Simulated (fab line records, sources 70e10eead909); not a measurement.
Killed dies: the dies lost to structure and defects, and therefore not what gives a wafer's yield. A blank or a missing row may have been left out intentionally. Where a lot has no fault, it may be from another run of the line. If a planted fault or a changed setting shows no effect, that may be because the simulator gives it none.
fab line records	flow nand-harc
[record] lots = 11	wafers = 31	last-day = 33
route steps=1302 shown A_CHANNEL_HOLE_D2@588 A_CHANNEL_FILL_D2@621 A_STAIRCASE@650 END@1302
lots with no fault: from the same line, run without faults
start-h: hours from the record's opening day to when the first of the lot's shown wafers began	wait-h: hours from the lot's prior step to this one	" repeats the value in the row above	L1.1+2: a row that stands for several wafers	- no value present, or no start provided	* or withheld: withheld	< > ~ a bound
route shown NAME@n: names a module that has steps shown in the file, with the first one's number in the route	usual: the fault-free wafers' mean and standard deviation	same: alike in all rows	chamber/n: place in a boat	sites: the reading at each site	_std_site: how widely they spread, as a standard deviation	_edge_site: mean of outer sites minus mean of inner sites	radius-mm: how far each site lies from the wafer's centre	mask NAME#n: copy n	behind: the most recent tool/chamber to have shaped the wafer	hold: cause of the lot's hold/its duration in hours/its outcome	device: which transistor (n, p or np) failed to switch	end of line: the tests these same wafers got at the end of their route	step lacking rows: just its recipe	killed: dies that structure and defects cost at the first sort, which is not the same as the wafer's yield	map: a wafer's dies, marking killed ones x, the rest . and places with no die _
set.NAME: the setting as run; set.NAME@STEP: as run at that earlier step	model.NAME: the simulator's own value behind a step, which no gauge read
steps of the route over a sample of lots; a table a step, a row a wafer
services: from which hour (start-h, from the record's first day; less than 0 if before it) a tool's chamber was out of use, for how many hours, and why
[[steps]]
[step NHARC_A_CHANNEL_HOLE_D2_ETCH_34]
[recipe] target-depth-a = 1540	time-s = 77	cf4-flow-sccm = 100	chf3-flow-sccm = 30	ar-flow-sccm = 0	rf-w = 500	bias-w = 200	chemistry = CF4/CHF3
[usual] drypump-motor-current-A = 5.7/0.31	oes-product-au = 0.953/0.025	rf-vpp-V = 370.4/2	showerhead-plenum-p-Torr = 1.56/0.056	throttle-valve-pct = 16.801/0.0093
lot.wafer	tool	chamber	start-h	wait-h	drypump-motor-current-A	oes-product-au	rf-hours-counter-h	rf-vpp-V	showerhead-plenum-p-Torr	throttle-valve-pct
L220.3	rie-diel-05	3	-	-	6.1	0.956	3.6	366.6	1.48	16.800
L220.2	"	1	"	"	5.6	0.986	2.8	370.2	1.60	16.808
L220.5	"	0	"	"	6.0	0.977	-	372.2	1.61	16.803
L221.1	rie-diel-02	3	-	-	5.7	0.916	4.5	370.6	1.57	16.808
L221.3	"	0	"	"	5.5	0.914	4.6	373.1	1.64	16.804
L221.4	"	2	"	"	5.7	0.920	4.6	370.0	1.55	16.790
L223.1	rie-diel-02	0	-	-	5.5	0.961	6.1	373.1	1.64	16.820
L223.6	"	3	"	"	5.7	0.939	-	369.9	1.57	16.814
L223.5	"	0	"	"	5.6	0.962	-	373.6	1.64	16.794
L230.5	rie-diel-02	1	-	-	6.0	0.980	-	368.3	1.51	16.808
L234.3	rie-diel-05	3	-	-	6.1	0.965	0.7	367.9	1.48	16.784
L234.4	"	0	"	"	6.0	0.972	0.6	372.5	1.61	16.806
L234.5	"	3	"	"	6.1	0.972	-	366.8	1.48	16.807
L235.4	rie-diel-05	2	-	-	5.0	0.972	-	370.1	1.55	16.811
L235.5	"	3	"	"	6.1	0.967	-	367.4	1.48	16.799
L235.6	"	1	"	"	5.5	0.960	-	371.3	1.60	16.817
L236.3	rie-diel-11	0	-	-	5.8	0.970	0.8	372.1	1.62	16.803
L236.1	"	1	"	"	5.5	0.940	0.8	367.4	1.47	16.804
L236.5	"	3	"	"	6.3	0.985	-	372.8	1.65	16.784
L238.1	rie-diel-11	2	-	-	5.4	0.944	3.0	368.8	1.54	16.800
L238.6	"	0	"	"	5.8	0.980	-	372.1	1.62	16.796
L238.5	"	1	"	"	5.5	0.948	-	367.1	1.47	16.809
L240.3	rie-diel-02	2	-	-	5.7	0.960	6.2	369.2	1.55	16.808
L240.2	"	3	"	"	5.7	0.956	3.8	370.0	1.57	16.799
L240.1	"	1	"	"	5.9	0.976	6.2	369.7	1.51	16.811
L241.1	rie-diel-05	2	-	-	5.0	0.927	5.0	370.8	1.55	16.793
L241.3	"	3	"	"	6.1	0.927	5.3	367.3	1.48	16.802
L241.5	"	2	"	"	5.0	0.938	-	368.9	1.55	16.813
L242.3	rie-diel-11	1	-	-	5.5	0.905	4.7	366.1	1.47	16.814
L242.6	"	1	"	"	5.5	0.899	-	366.5	1.47	16.796
L242.5	"	2	"	"	5.4	0.915	-	370.6	1.54	16.798
[step NHARC_A_CHANNEL_FILL_D2_STRIP_28]
[recipe] time-s = 20	o2-flow-sccm = 500	ar-flow-sccm = 0	bias-w = 0	chemistry = O2
[usual] drypump-motor-current-A = 5.7/0.33	o2-flow-sccm = 500.0/1.6	oes-product-au = 1.000/0.012	rf-vpp-V = 57.7/0.87	showerhead-plenum-p-Torr = 3.52/0.14	throttle-valve-pct = 17.036/0.0095
lot.wafer	tool	chamber	start-h	wait-h	drypump-motor-current-A	o2-flow-sccm	oes-product-au	rf-hours-counter-h	rf-vpp-V	showerhead-plenum-p-Torr	throttle-valve-pct
L220.2	rie-diel-07	0	334.28	0.1	5.5	502.6	0.995	1	57.6	3.39	17.042
L220.3	"	2	"	"	5.2	498.9	1.017	1	58.1	3.76	17.012
L220.5	"	0	"	"	5.5	499.3	0.988	-	56.8	3.39	17.012
L221.3	rie-diel-07	3	343.13	0.1	5.7	497.3	0.977	1	59.3	3.60	17.031
L221.4	"	0	"	"	5.5	499.4	0.987	1	56.6	3.39	17.048
L221.1	"	1	"	"	5.5	495.9	1.002	1	58.2	3.36	17.056
L223.1	rie-diel-04	1	352.98	0.1	5.6	499.7	1.004	23	57.7	3.61	17.050
L223.6	"	1	"	"	5.6	501.4	1.006	-	57.9	3.61	17.025
L223.5	"	2	"	"	5.2	501.7	1.001	-	57.3	3.39	17.026
L230.5	rie-diel-07	2	441.16	0.1	5.2	499.0	1.017	-	56.4	3.76	17.058
L234.4	rie-diel-13	3	467.39	0.1	5.4	500.7	0.991	4	56.7	3.42	17.033
L234.3	"	0	"	"	5.9	501.4	1.019	4	58.0	3.37	17.030
L234.5	"	2	"	"	6.1	498.3	1.007	-	59.3	3.46	17.051
L235.4	rie-diel-13	3	474.07	0.1	5.4	499.5	0.980	4	57.1	3.42	17.059
L235.6	"	2	"	"	6.2	498.7	0.999	-	57.8	3.46	17.045
L235.5	"	3	"	"	5.4	500.3	0.970	-	57.5	3.42	17.028
L236.1	rie-diel-04	0	487.74	0.1	6.3	501.3	0.991	21	58.8	3.72	17.021
L236.3	"	2	"	"	5.2	498.8	1.010	21	57.9	3.38	17.036
L236.5	"	0	"	"	6.3	502.3	0.984	-	58.8	3.72	17.036
L238.1	rie-diel-13	2	505.30	0.1	6.1	501.6	1.004	4	56.5	3.46	17.023
L238.5	"	1	"	"	5.7	501.5	1.004	-	57.5	3.68	17.016
L238.6	"	2	"	"	6.1	500.1	1.012	-	57.0	3.46	17.045
L240.2	rie-diel-13	1	517.03	0.1	5.7	499.2	1.001	5	58.6	3.68	17.038
L240.3	"	2	"	"	6.1	500.6	1.013	5	56.1	3.46	17.029
L240.1	"	3	"	"	5.4	501.4	0.981	5	59.4	3.42	17.039
L241.1	rie-diel-13	2	547.95	0.1	6.1	501.5	0.997	1	56.6	3.46	17.039
L241.3	"	3	"	"	5.4	499.4	0.992	1	57.0	3.42	17.033
L241.5	"	3	"	"	5.4	498.9	0.990	-	57.1	3.42	17.042
L242.3	rie-diel-04	2	547.98	0.1	5.2	502.1	1.001	1	57.2	3.37	17.042
L242.5	"	1	"	"	5.6	501.6	0.988	-	59.0	3.59	17.033
L242.6	"	2	"	"	5.2	498.0	1.001	-	57.5	3.37	17.042
[step NHARC_A_STAIRCASE_DESCUM_168]
[recipe] time-s = 3	o2-flow-sccm = 200	ar-flow-sccm = 0	bias-power-w = 0	chemistry = O2
[usual] drypump-motor-current-A = 5.8/0.61	o2-flow-sccm = 200.0/0.59	oes-product-au = 1.003/0.0091	rf-vpp-V = 57.6/0.89	showerhead-plenum-p-Torr = 1.88/0.073	throttle-valve-pct = 11.311/0.0087
lot.wafer	tool	chamber	start-h	wait-h	drypump-motor-current-A	o2-flow-sccm	oes-product-au	rf-hours-counter-h	rf-vpp-V	showerhead-plenum-p-Torr	throttle-valve-pct
L220.2	rie-diel-10	2	361.77	-	5.1	200.1	1.000	43	56.0	1.83	11.313
L220.3	"	0	"	"	5.3	199.7	1.010	46	57.2	1.86	11.317
L220.5	"	2	"	"	5.1	200.7	1.000	-	58.9	1.83	11.303
L221.4	rie-diel-01	0	368.24	-	6.7	200.3	1.010	53	59.1	1.98	11.311
L221.1	"	2	"	"	4.8	200.1	1.009	58	56.9	1.89	11.327
L221.3	"	3	"	"	6.2	201.0	1.016	56	58.5	1.89	11.309
L223.1	rie-diel-06	3	385.60	-	5.5	199.4	1.006	13	57.9	1.88	11.308
L223.6	"	0	"	"	6.8	199.1	0.983	-	58.7	1.86	11.321
L223.5	"	1	"	"	6.1	200.0	1.005	-	58.1	1.93	11.303
L230.5	rie-diel-01	0	471.92	-	6.7	200.3	1.023	-	57.6	1.97	11.329
L234.3	rie-diel-10	1	492.92	-	5.8	200.5	1.004	19	55.9	1.79	11.309
L234.4	"	3	"	"	5.4	200.0	1.004	18	57.7	2.02	11.306
L234.5	"	0	"	"	5.4	200.5	1.001	-	57.6	1.85	11.313
L235.4	rie-diel-10	3	501.09	-	5.4	200.0	1.010	22	57.6	2.02	11.297
L235.6	"	3	"	"	5.3	200.2	1.015	-	59.3	2.02	11.305
L235.5	"	0	"	"	5.3	200.0	0.995	-	57.0	1.85	11.319
L236.3	rie-diel-06	2	512.00	-	5.9	200.0	1.003	7	58.2	1.80	11.304
L236.1	"	1	"	"	6.1	201.1	1.008	7	57.2	1.93	11.316
L236.5	"	2	"	"	5.9	200.0	1.002	-	57.1	1.80	11.321
L238.1	rie-diel-01	2	532.37	-	4.8	200.5	1.012	47	58.3	1.87	11.316
L238.6	"	0	"	"	6.8	199.7	1.000	-	60.6	1.97	11.318
L238.5	"	1	"	"	6.3	200.0	1.007	-	57.4	1.81	11.321
L240.2	rie-diel-10	1	542.23	-	5.8	199.3	1.006	37	57.8	1.78	11.313
L240.1	"	2	"	"	5.1	199.4	1.001	35	56.6	1.81	11.306
L240.3	"	3	"	"	5.4	200.6	1.007	38	57.5	2.01	11.305
L242.3	rie-diel-01	1	575.54	-	6.3	198.8	0.984	4	58.2	1.80	11.316
L242.5	"	1	"	"	6.4	199.7	0.983	-	57.6	1.80	11.308
L242.6	"	2	"	"	4.8	199.8	0.991	-	56.9	1.87	11.310
L241.3	rie-diel-06	0	575.73	-	6.8	199.6	1.003	36	57.5	1.84	11.330
L241.1	"	3	"	"	5.4	199.6	0.985	36	58.8	1.87	11.318
L241.5	"	1	"	"	6.1	200.8	1.002	-	57.3	1.92	11.300
[step NHARC_A_STAIRCASE_ETCH_170]
[recipe] target-depth-a = 2000	time-s = 66.667	ion-energy-ev = 250	c4f6-flow-sccm = 25	o2-flow-sccm = 20	ar-flow-sccm = 500	rf-w = 600	bias-w = 500	chemistry = C4F6/O2
[usual] drypump-motor-current-A = 5.8/0.6	o2-flow-sccm = 20.00/0.058	oes-product-au = 0.977/0.014	rf-vpp-V = 545.3/2.9	showerhead-plenum-p-Torr = 3.85/0.14	throttle-valve-pct = 26.902/0.0094
lot.wafer	tool	chamber	start-h	wait-h	drypump-motor-current-A	o2-flow-sccm	oes-product-au	rf-hours-counter-h	rf-vpp-V	showerhead-plenum-p-Torr	throttle-valve-pct
L220.2	rie-diel-10	2	-	-	5.1	20.06	0.971	43	544.1	3.77	26.905
L220.3	"	1	"	"	5.9	20.09	0.999	48	541.4	3.70	26.928
L220.5	"	3	"	"	5.4	20.08	0.984	-	549.9	4.14	26.899
L221.1	rie-diel-01	0	-	-	6.6	20.08	0.975	54	549.5	4.05	26.916
L221.4	"	1	"	"	6.3	20.06	0.996	46	542.2	3.75	26.904
L221.3	"	2	"	"	4.8	19.94	0.982	58	545.1	3.88	26.893
L223.1	rie-diel-06	2	-	-	5.9	19.97	0.982	13	543.4	3.73	26.902
L223.6	"	3	"	"	5.4	19.85	0.984	-	544.4	3.87	26.908
L223.5	"	0	"	"	6.8	19.96	0.964	-	544.1	3.82	26.911
L230.5	rie-diel-01	1	-	-	6.4	19.92	0.976	-	543.2	3.74	26.896
L234.3	rie-diel-10	3	-	-	5.4	20.04	0.987	19	551.7	4.12	26.913
L234.4	"	1	"	"	5.8	20.01	0.984	20	541.1	3.68	26.894
L234.5	"	3	"	"	5.3	20.06	0.985	-	551.8	4.12	26.893
L235.4	rie-diel-10	2	-	-	5.1	20.02	1.000	22	544.2	3.74	26.887
L235.5	"	2	"	"	5.1	20.03	0.996	-	543.2	3.74	26.910
L235.6	"	3	"	"	5.4	19.95	0.984	-	549.5	4.11	26.900
L236.3	rie-diel-06	2	-	-	5.9	19.90	0.973	7	542.4	3.71	26.897
L236.1	"	1	"	"	6.1	20.01	0.987	8	548.3	3.95	26.909
L236.5	"	2	"	"	5.9	20.10	0.981	-	543.0	3.71	26.908
L238.1	rie-diel-01	0	-	-	6.8	20.04	0.968	48	549.7	4.02	26.910
L238.5	"	2	"	"	4.8	19.96	0.998	-	546.7	3.85	26.906
L238.6	"	3	"	"	6.2	19.93	0.976	-	546.4	3.85	26.911
L240.2	rie-diel-10	1	-	-	5.8	20.02	0.975	37	542.0	3.67	26.905
L240.3	"	3	"	"	5.3	20.05	0.981	38	549.7	4.10	26.892
L240.1	"	0	"	"	5.4	20.00	0.986	34	545.0	3.79	26.905
L242.3	rie-diel-01	1	-	-	6.4	20.00	0.961	5	542.7	3.71	26.904
L242.5	"	0	"	"	6.8	20.03	0.968	-	547.4	4.01	26.911
L242.6	"	1	"	"	6.4	20.03	0.967	-	541.0	3.71	26.881
L241.1	rie-diel-06	2	-	-	5.9	19.97	0.944	33	540.6	3.70	26.896
L241.3	"	0	"	"	6.8	20.00	0.963	36	544.7	3.79	26.910
L241.5	"	3	"	"	5.5	19.92	0.955	-	544.4	3.83	26.908
[step NHARC_END_SORT_01]
[recipe] temp-c = 25
[usual] killed-at-array = 54/18	killed-at-other = 0.9/1.2	killed-at-periphery = 4.4/2.9	killed-dies = 59/18	killed-open = 3.2/1.8	killed-short = 2.6/1.8
[same] gross-dies = 677
lot.wafer	tool	chamber	start-h	wait-h	killed-at-array	killed-at-other	killed-at-periphery	killed-dies	killed-open	killed-short
L230.5	prober-01	0	710.99	3.7	134	0	3	137	3	0
// killed by level:class
L230.5 A_CHANNEL_FILL_D2:unspecified=92 A_CHANNEL_HOLE_D1:chamber-film-flake=18 A_CHANNEL_HOLE_D2:chamber-film-flake=16 A_DECK1_JOINT:chamber-film-flake=3 A_CONTACT:chamber-film-flake=3 P_M0:geometric-particle:open=2 A_ONON_D1:geometric-particle:open=1 P_ZERO_WELL:chamber-film-flake=1
[[services]]
tool	chamber	start-h	hours	kind
rie-diel-13	1	284.42	9.8	repair
rie-diel-01	1	291.70	8.5	repair
rie-diel-06	-	307.26	9.0	pm
rie-diel-01	2	311.31	5.9	repair
rie-diel-10	1	313.38	2.9	repair
rie-diel-13	0	313.48	3.5	repair
rie-diel-06	0	319.73	7.8	repair
rie-diel-10	3	330.29	16.7	repair
rie-diel-06	-	339.55	31.5	repair
rie-diel-13	-	342.00	9.0	pm
rie-diel-01	1	342.41	13.1	repair
rie-diel-13	-	359.00	2.6	repair
rie-diel-01	-	380.80	9.0	pm
rie-diel-10	1	382.42	5.0	repair
rie-diel-10	0	406.59	3.3	repair
rie-diel-05	-	406.63	9.0	pm
rie-diel-10	-	419.56	9.0	pm
rie-diel-05	0	435.49	1.6	repair
rie-diel-13	3	456.75	6.3	repair
rie-diel-05	0	471.39	2.9	repair
rie-diel-06	-	484.27	9.0	pm
rie-diel-13	-	489.55	0.5	repair
rie-diel-13	-	519.00	9.0	pm
rie-diel-01	-	557.80	9.0	pm
[[key]]
[first-sign] step = NHARC_END_SORT_01	reading = killed-at-array	direction = up	sigmas = 4.4	usual = 54	struck = 134
[effect] step = NHARC_END_SORT_01	reading = killed-dies	direction = up	sigmas = 4.2	usual = 59	struck = 137
[more-kills-born-at] NHARC_A_CHANNEL_FILL_D2_STRIP_28@rie-diel-07 = 92
met-at NHARC_A_CHANNEL_FILL_D2_STRIP_28
struck-lots L230
struck-wafers L230.5
tester-left-out L230
not-acting-at NHARC_A_CHANNEL_HOLE_D2_ETCH_34,NHARC_A_STAIRCASE_DESCUM_168,NHARC_A_STAIRCASE_ETCH_170
onset-between 334.28 441.16
[fault] kind = chamber-particle-source	tool = rie-diel-07	chamber = 2	onset-h = 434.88	steps = NHARC_A_CHANNEL_FILL_D2_STRIP_28	rate-per-visit-cm2 = 1.6723	end-h = 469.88
// tester-left-out: of these lots the tester's yield and bins aren't shown, on N5 and GAA mostly nor the transistor test; their killed dies are dies lost to structure and defects alone, not to doping, threshold or leakage, so they don't give the yield
